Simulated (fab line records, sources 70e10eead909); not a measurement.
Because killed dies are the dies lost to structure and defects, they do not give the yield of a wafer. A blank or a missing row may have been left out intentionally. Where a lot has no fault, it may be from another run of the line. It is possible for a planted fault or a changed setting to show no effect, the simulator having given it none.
Chamber matching -- flow nand harc -- 4 sister chambers for NHARC_P_BONDPAD_ACTIVATE_29 on rie diel-07
The step chemistry N2, time 60 s. 4 wafers are shown with their chamber, then 12 later ones without.

== WAFERS WITH THEIR CHAMBER ==
wafer,chamber,drypump motor current A (A)
L086.5,0,5.2
L089.5,2,5.8
L088.2,3,5.7
L088.5,1,6.6

== WAFERS MISSING THEIR CHAMBER ==
wafer,drypump motor current A (A)
L091.2,6.5
L091.4,5.8
L091.6,5.2
L092.1,5.8
L092.2,6.5
L092.4,5.2
L094.1,6.5
L094.4,5.8
L094.5,5.2
L096.1,5.8
L096.3,6.5
L096.4,5.2

== EACH ONE'S CHAMBER ==
wafer,from the rows above,in truth
L091.2,1,1
L091.4,can't be placed: 2 or 3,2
L091.6,0,0
L092.1,can't be placed: 2 or 3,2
L092.2,1,1
L092.4,0,0
L094.1,1,1
L094.4,can't be placed: 2 or 3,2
L094.5,0,0
L096.1,can't be placed: 2 or 3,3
L096.3,1,1
L096.4,0,0
Placed correctly: 8 of 12. Can't be placed from these rows: 4 (the true chamber is among the candidates in 4). Wrongly placed: 0.
How it was worked out, from the rows above alone: a wafer's distance from a chamber is the root of the sum, over the readings, of the square of ((its reading less the chamber's mean) divided by the reading's scatter). If the next closest chamber is less than 2 further off than the closest, the wafer can't be placed; otherwise it belongs to the closest. The mean given for a chamber averages the wafers shown for that chamber. The scatter: with one shown wafer a chamber, the root of the mean of the squares of how far each hidden wafer lies from its nearest shown one.
